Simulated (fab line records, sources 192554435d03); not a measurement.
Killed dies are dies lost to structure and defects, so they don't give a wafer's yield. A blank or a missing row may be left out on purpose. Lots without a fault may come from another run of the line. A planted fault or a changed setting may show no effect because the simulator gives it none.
Split-lot experiment | flow n5_finfet | 7 lots, 21 wafers read, on a route of 1938 steps

THE SPLIT
At N5_BEOL_M1_EXPOSE_08 (exposes mask M1), the setting dose_mj was moved away from the recipe's 33 on 6 of the 21 wafers read, by -7.0% to +2.9%. The other wafers ran this setting at the recipe's value.

FROM THE SPLIT TO THE READING: what the file shows between them, 2 steps
- N5_BEOL_M1_PEB_09: peb time 60 s
- N5_BEOL_M1_DEVELOP_10: develop time 30 s

THE READING
cd_nm, in nm, at N5_BEOL_M1_CD_MEAS_11 (target cd 17.05 nm). Fault-free wafers of this fab line usually give 17.01 nm, standard deviation 0.27 nm.

wafer  | tool, chamber at the split | dose_mj as run | against the recipe | cd_nm, nm | against lot-mates on the recipe
L074.1 | euv_scanner-01, 0          | 33             | recipe             | 16.95     | -
L074.2 | euv_scanner-01, 0          | 33             | recipe             | 16.88     | -
L074.4 | euv_scanner-01, 0          | 33             | recipe             | 17.05     | -
L081.2 | euv_scanner-01, 0          | 33             | recipe             | 17.31     | -
L081.3 | euv_scanner-01, 0          | 33             | recipe             | 17.50     | -
L081.5 | euv_scanner-01, 0          | 33             | recipe             | 16.94     | -
L088.2 | euv_scanner-01, 0          | 33             | recipe             | 16.75     | -
L088.3 | euv_scanner-01, 0          | 32.2           | -2.4%              | 16.40     | -0.35
L088.6 | euv_scanner-01, 0          | 32.2           | -2.4%              | 16.63     | -0.12
L089.2 | euv_scanner-01, 0          | 33.95          | +2.9%              | 17.81     | no lot-mate on the recipe
L089.3 | euv_scanner-01, 0          | 33.95          | +2.9%              | 17.76     | no lot-mate on the recipe
L089.4 | euv_scanner-01, 0          | 33.95          | +2.9%              | 17.55     | no lot-mate on the recipe
L091.2 | euv_scanner-01, 0          | 33             | recipe             | 16.92     | -
L091.4 | euv_scanner-01, 0          | 30.69          | -7.0%              | 15.31     | -1.83
L091.5 | euv_scanner-01, 0          | 33             | recipe             | 17.35     | -
L094.1 | euv_scanner-02, 0          | 33             | recipe             | 17.16     | -
L094.4 | euv_scanner-02, 0          | 33             | recipe             | 17.36     | -
L094.6 | euv_scanner-02, 0          | 33             | recipe             | 17.02     | -
L096.1 | euv_scanner-02, 0          | 33             | recipe             | 17.16     | -
L096.4 | euv_scanner-02, 0          | 33             | recipe             | 17.09     | -
L096.6 | euv_scanner-02, 0          | 33             | recipe             | 16.90     | -

THE FIT
A straight line over all 21 wafers: cd_nm changes by +0.24 nm for each +1% of dose_mj; r = +0.93; the points scatter about the line by 0.2 nm.
The same after taking each lot's own level away (the mean of its wafers on the recipe; 18 wafers): +0.234 nm for each +1%; r = +0.91; scatter 0.2 nm.
On that fit, the largest move of dose_mj shifts the reading by 1.6 nm.
The lots' own levels span 16.750 to 17.250 nm, that is 1.9 times the standard deviation above.
So the lot-to-lot level changes the slope little: the two slopes agree.
Check: with one of the wafers moved furthest among these (-7.0%) left out of the fit, the line predicts -0.679 nm for it against its lot-mates. It came out at -1.83 nm against them.

THE WHOLE CHAIN: every reading that the file lists as answering this split, in the file's order
step                  | what it does                                                | reading                                                               | change (the file's fit)               | r (the file's)
N5_BEOL_M1_CD_MEAS_11 | target cd 17.05 nm                                          | cd_nm                                                                 | +0.244 nm for each +1% of the setting | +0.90
N5_BEOL_M1_ETCH_74    | etches underlayer in N2/H2, target depth 6.5 nm, time 5.2 s | BEOL_M1.cd_offset_nm (the simulator's own value, which no gauge read) | +0.277 nm for each +1% of the setting | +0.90
N5_BEOL_M1_ETCH_63    | etches SiARC in CF4, target depth 15.6 nm, time 26 s        | BEOL_M1.cd_offset_nm (the simulator's own value, which no gauge read) | +0.235 nm for each +1% of the setting | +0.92

THE FILE'S OWN FIT
cd_nm changes by +0.244 nm for each +1% of dose_mj, r = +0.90.
